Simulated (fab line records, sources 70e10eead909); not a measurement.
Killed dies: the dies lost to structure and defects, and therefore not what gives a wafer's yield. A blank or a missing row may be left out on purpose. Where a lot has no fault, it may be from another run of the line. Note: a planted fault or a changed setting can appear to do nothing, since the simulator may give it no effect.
The tool behind it: which one? / flow nand harc / 6 lots, 17 wafers sampled, at 5 steps of a route of 1159

## WHAT EACH GAUGE READ, for each wafer
NHARC_END_SORT_01.
lot=L528; measured=day 20 01:04; on=prober-01; killed at array=22 33 29
lot=L539; measured=day 23 20:25; on=prober-01; killed at array=51 42 32

## WHICH TOOL RAN EACH LOT (tool, then ch and the chambers of the sampled wafers, then the start)
lot=L528; NHARC_A_CONTACT_ETCH_75=rie diel-03 ch 0,2, day 16 17:10; NHARC_A_CONTACT_ETCH_77=rie diel-03 ch 0,1, day 16 18:13 or earlier; NHARC_A_CONTACT_ETCH_124=har cap etch-01 ch 0,1, day 16 18:13; NHARC_A_CONTACT_ETCH_125=har cap etch-01 ch 0,1, day 16 18:25
lot=L531; NHARC_A_CONTACT_ETCH_75=rie diel-02 ch 0,1,3, day 17 18:08; NHARC_A_CONTACT_ETCH_77=rie diel-02 ch 1,2,3, day 17 19:15 or earlier; NHARC_A_CONTACT_ETCH_124=har cap etch-02 ch 0,1, day 17 19:15; NHARC_A_CONTACT_ETCH_125=har cap etch-02 ch 0,1, day 17 19:27
lot=L535; NHARC_A_CONTACT_ETCH_75=rie diel-02 ch 0,3, day 19 03:19; NHARC_A_CONTACT_ETCH_77=rie diel-02 ch 1,2, day 19 04:26 or earlier; NHARC_A_CONTACT_ETCH_124=har cap etch-02 ch 1, day 19 04:26; NHARC_A_CONTACT_ETCH_125=har cap etch-02 ch 1, day 19 04:38
lot=L539; NHARC_A_CONTACT_ETCH_75=rie diel-09 ch 0,2,3, day 20 15:34; NHARC_A_CONTACT_ETCH_77=rie diel-09 ch 1,2,3, day 20 16:36 or earlier; NHARC_A_CONTACT_ETCH_124=har cap etch-02 ch 0,1, day 20 16:36; NHARC_A_CONTACT_ETCH_125=har cap etch-02 ch 0,1, day 20 16:48
lot=L545; NHARC_A_CONTACT_ETCH_75=rie diel-03 ch 1,2,3, day 21 13:14; NHARC_A_CONTACT_ETCH_77=rie diel-03 ch 1,2, day 21 14:23 or earlier; NHARC_A_CONTACT_ETCH_124=har cap etch-01 ch 0,1, day 21 14:23; NHARC_A_CONTACT_ETCH_125=har cap etch-01 ch 0,1, day 21 14:34
lot=L548; NHARC_A_CONTACT_ETCH_75=rie diel-03 ch 0,2,3, day 22 07:20; NHARC_A_CONTACT_ETCH_77=rie diel-03 ch 0,2,3, day 22 08:23 or earlier; NHARC_A_CONTACT_ETCH_124=har cap etch-01 ch 0,1, day 22 08:23; NHARC_A_CONTACT_ETCH_125=har cap etch-01 ch 0,1, day 22 08:35
- NHARC_A_CONTACT_ETCH_75: etches the open film in CF4, target depth 39 nm, time 65 s.
- NHARC_A_CONTACT_ETCH_77: etches the open film in CF4/CHF3, target depth 72.6 nm, time 36.3 s.
- NHARC_A_CONTACT_ETCH_124: etches the open film in C4F8/O2/Ar, time 140 s, target depth 700 nm.
- NHARC_A_CONTACT_ETCH_125: etches the open film in C4F8/O2/Ar, time 155 s, target depth 956 nm.

## THE ANSWER, worked out from the rows above alone
Rule: usual is defined by the lots themselves. The widest of any qualifying gaps counts: lots, ordered by their means at a reading, are off when they make up no more than a third of the lots, leave a main group of 4 or more, and stand apart from it by 3 or more times the standard deviation of that group's means. A main group is skipped when, at the precision printed for the reading in the tables above, its means are all equal. A lot without any number at a reading at which 4 lots or more have one is off too. The other lots that the step has rows for count as sound.
No lot is off at any reading shown: from this, nothing can be told.

## WHAT HAD BEEN PUT IN BY THE SIMULATOR
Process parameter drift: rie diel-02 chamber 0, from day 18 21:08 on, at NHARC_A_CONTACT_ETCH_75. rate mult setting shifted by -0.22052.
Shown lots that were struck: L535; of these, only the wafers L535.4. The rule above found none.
